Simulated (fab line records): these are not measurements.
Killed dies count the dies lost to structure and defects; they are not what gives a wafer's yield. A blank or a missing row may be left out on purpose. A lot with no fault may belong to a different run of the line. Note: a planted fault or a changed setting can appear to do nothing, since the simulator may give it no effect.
A lot that was struck, set against a sound lot :: flow nandHarc :: 14 out of 1159 route steps
Sound: wafers L463.1, L463.2, L463.3. Struck: wafer L464.4; the same lot's L464.5 was not struck, so it is left out; see the end for the cause.
At each step with rows: each side's tool, then ch and its chambers, then its first start. Under that, the readings that differ: sound wafers :: struck wafers :: difference of the means :: sigmas: that difference in standard deviations of wafers without a fault.
alike: same words and numbers on both sides, and readings whose means sit less than 2 such deviations apart. not compared: any withheld reading, any reading some wafer has no value for, any bound like >300 that may hide the same value, and any number with overlapping values for which the record gives no deviation.
A row with sigmas, a row that says differs or no value, or rows on one side alone: a step with any of these is where the two part. Non-overlapping numbers with no deviation appear without sigmas and do not part them. A reading that every wafer of one side lacks parts them only if that side has two wafers or more.

first, 7 steps without rows for these wafers: NHARC_A_STAIRCASE_COAT_178; NHARC_A_STAIRCASE_SOFTBAKE_179 (time 170 s); NHARC_A_STAIRCASE_EBR_180; NHARC_A_STAIRCASE_EXPOSE_181 (exposes mask STAIR 2); NHARC_A_STAIRCASE_PEB_182 (peb time 130 s); NHARC_A_STAIRCASE_DEVELOP_183 (time 140 s); NHARC_A_STAIRCASE_HARDBAKE_185 (time 140 s).
NHARC_A_STAIRCASE_DESCUM_186: chemistry O2, time 3 s.
  sound on rieDiel-04 ch 0,2,3, day 14 16:16; struck on rieDiel-05 ch 2, day 15 00:23
  alike: chamberPressureMTorr, drypumpMotorCurrentA, oesProductAu, rfVppV, showerheadPlenumPTorr, throttleValvePct
  not compared: rfHoursCounterH
NHARC_A_STAIRCASE_TRIM_187: chemistry O2, time 211.2 s.
  sound on rieDiel-04 ch 0,2,3, day 14 16:22; struck on rieDiel-05 ch 2, day 15 00:30
  alike: chamberPressureMTorr, drypumpMotorCurrentA, oesProductAu, rfVppV, showerheadPlenumPTorr, throttleValvePct
  not compared: rfHoursCounterH
NHARC_A_STAIRCASE_ETCH_188: etches the open film in C4F8/O2, target depth 100 nm, time 40.5 s.
  sound on rieDiel-04 ch 0,1,3; struck on rieDiel-05 ch 3
  alike: chamberPressureMTorr, oesProductAu, rfVppV, runLengthS
  not compared: rfHoursCounterH
NHARC_A_STAIRCASE_TRIM_189: chemistry O2, time 211.2 s.
  sound on rieDiel-04 ch 0,1,2; struck on rieDiel-05 ch 0
  alike: chamberPressureMTorr, drypumpMotorCurrentA, oesProductAu, rfVppV, showerheadPlenumPTorr, throttleValvePct
  not compared: rfHoursCounterH
NHARC_A_STAIRCASE_ETCH_190: etches the open film in C4F8/O2, target depth 100 nm, time 40.5 s.
  sound on rieDiel-04 ch 1,2,3, day 14 16:51; struck on rieDiel-05 ch 2, day 15 00:55
reading: runLengthS (s)
sound: 62.2 61.4 61.4
struck: 70.5
difference: +8.8
sigmas: +26
  alike: chamberPressureMTorr, oesProductAu, rfVppV
  not compared: rfHoursCounterH
NHARC_A_STAIRCASE_TRIM_191: chemistry O2, time 211.2 s.
  sound on rieDiel-04 ch 0,2,3; struck on rieDiel-05 ch 2
  alike: chamberPressureMTorr, drypumpMotorCurrentA, oesProductAu, rfVppV, showerheadPlenumPTorr, throttleValvePct
  not compared: rfHoursCounterH
NHARC_END_SORT_01:
  the record has rows for the sound wafers here (prober-01 ch 0, day 23 03:26) and none for the struck ones

## WHERE THEY PART
Last at NHARC_END_SORT_01 as far as this record goes, first at NHARC_A_STAIRCASE_ETCH_190.

WHY: what the simulator had put in
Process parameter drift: rieDiel-05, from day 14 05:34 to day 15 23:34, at NHARC_A_STAIRCASE_ETCH_190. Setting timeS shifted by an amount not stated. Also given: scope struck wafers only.
